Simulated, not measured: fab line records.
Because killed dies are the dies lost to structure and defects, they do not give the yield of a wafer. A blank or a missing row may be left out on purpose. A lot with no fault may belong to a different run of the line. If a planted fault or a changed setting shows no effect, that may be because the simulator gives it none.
Struck lot and sound lot, side by side ; flow n5-finfet ; 23 out of 1938 route steps
Sound: these wafers, L905.3, L905.4, L905.5. Struck: wafers L906.2, L906.3, L906.5. The cause comes at the end.
For every step that has rows: the tool of each side, followed by ch and its chambers, followed by its first start. Under that, the readings that differ: sound wafers ; struck wafers ; difference of the means ; sigmas: that difference in standard deviations of wafers without a fault.
alike: readings whose means differ by less than 2 such deviations, and words and numbers that are the same on both sides. not compared: withheld readings, readings that some wafer has no value for, bounds like >300 that may hide the same value, and numbers for which the record gives no deviation and whose values overlap.
The two part at a step that has a row with sigmas, a row that says differs or no value, or rows on one side only. Numbers that have no deviation but don't overlap get no sigmas and don't part them. Lack of a reading on every wafer of one side parts them only where that side has two or more wafers.

first, 11 steps without rows for these wafers: N5_BEOL_M15_STRIP_63 (strips in O2); N5_BEOL_M15_STRIP_64 (strips in O2); N5_BEOL_M15_STRIP_65 (strips in post etch residue remover, time 60 s); N5_BEOL_M15_SRD_66 (time 30 s, dry time 30 s); N5_BEOL_M15_COAT_56 (time 60 s, resist thk 550 nm); N5_BEOL_M15_ETCH_57 (etches SOC in N2/H2, time 750 s); N5_BEOL_M15_COAT_60 (time 60 s, resist thk 89 nm); N5_BEOL_M15_COAT_22 (resist thk 800 nm); N5_BEOL_M15_EBR_24; N5_BEOL_M15_SOFTBAKE_23 (time 60 s); N5_BEOL_M15_EXPOSE_25 (exposes mask M15, target cd 400 nm).
N5_BEOL_M15_PEB_26: peb time 90 s.
  sound on litho-track-01 ch 0, day 15 09:47; struck on litho-track-01 ch 0, day 15 23:04
reading;sound;struck;difference;sigmas
heater-power-total-W (W);173.2 172.6 172.0;165.7 167.7 168.5;-5.3;-7
plate-temp-C (C);130.02 129.89 129.92;126.78 126.94 126.96;-3.05;-22
then, 2 steps without rows for these wafers: N5_BEOL_M15_DEVELOP_27 (develop time 45 s); N5_BEOL_M15_HARDBAKE_32 (time 120 s).
N5_BEOL_M15_CD_MEAS_28: the cd target is 407.6 nm.
  sound on cd-sem-02 ch 0, day 15 09:54; struck on cd-sem-03 ch 0, day 15 23:11
reading;sound;struck;difference;sigmas
cd-nm (nm);407 406 412;390 389 393;-18;-6
N5_BEOL_M15_DESCUM_33: chemistry O2, time 7.9 s.
  sound on rie-diel-01 ch 1,2,3, day 15 09:59; struck on rie-diel-01 ch 0,1,3, day 15 23:25
reading;sound;struck;difference;sigmas
model.BEOL_M15.cd-nm (nm);406.4 405.6 411.4;390.2 389.2 392.2;-17.3;
  alike: chamber-pressure-mTorr, drypump-motor-current-A, oes-product-au, rf-fwd-power-W, rf-vpp-V, showerhead-plenum-p-Torr, throttle-valve-pct
  not compared: rf-hours-counter-h
then, 5 steps without rows for these wafers: N5_BEOL_M15_ETCH_61 (etches BARC in N2/H2, target depth 89 nm, overetch 26.7 nm, time 67.9 s); N5_BEOL_M15_TRENCH_ETCH_34 (etches SiO2 in C4F8/O2/Ar, target depth 872.93 nm, time 199 s); N5_BEOL_M15_STRIP_36 (strips in O2); N5_BEOL_M15_STRIP_62 (strips in O2); N5_BEOL_M15_STRIP_37 (strips in O2).
N5_BEOL_M15_ETCH_38: etches SiCN in CF4/N2, target depth 106.4 nm, time 120.5 s.
  sound: rie-diel-02 ch 1,3; struck: rie-diel-02 ch 2,3
reading;sound;struck;difference;sigmas
model.BEOL_M15.cd-nm (nm);398.2 396.8 401.6;380.8 381.8 383;-17.0;
  alike: chamber-pressure-mTorr, drypump-motor-current-A, oes-product-au, rf-fwd-power-W, rf-vpp-V, showerhead-plenum-p-Torr, throttle-valve-pct
  not compared: rf-hours-counter-h
then, 1 step without rows for these wafers: N5_BEOL_M15_PRECLEAN_39 (cleans in residue remover, time 60 s).

== WHERE THEY PART ==
At N5_BEOL_M15_PEB_26 first; at N5_BEOL_M15_CD_MEAS_28 last (within this record only). Later steps at which nothing parts them and some readings are alike: N5_BEOL_M15_DESCUM_33, N5_BEOL_M15_ETCH_38.

WHY: what had been put in by the simulator
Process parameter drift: litho-track-01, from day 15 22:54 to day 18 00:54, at N5_BEOL_M15_PEB_26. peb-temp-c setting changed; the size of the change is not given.
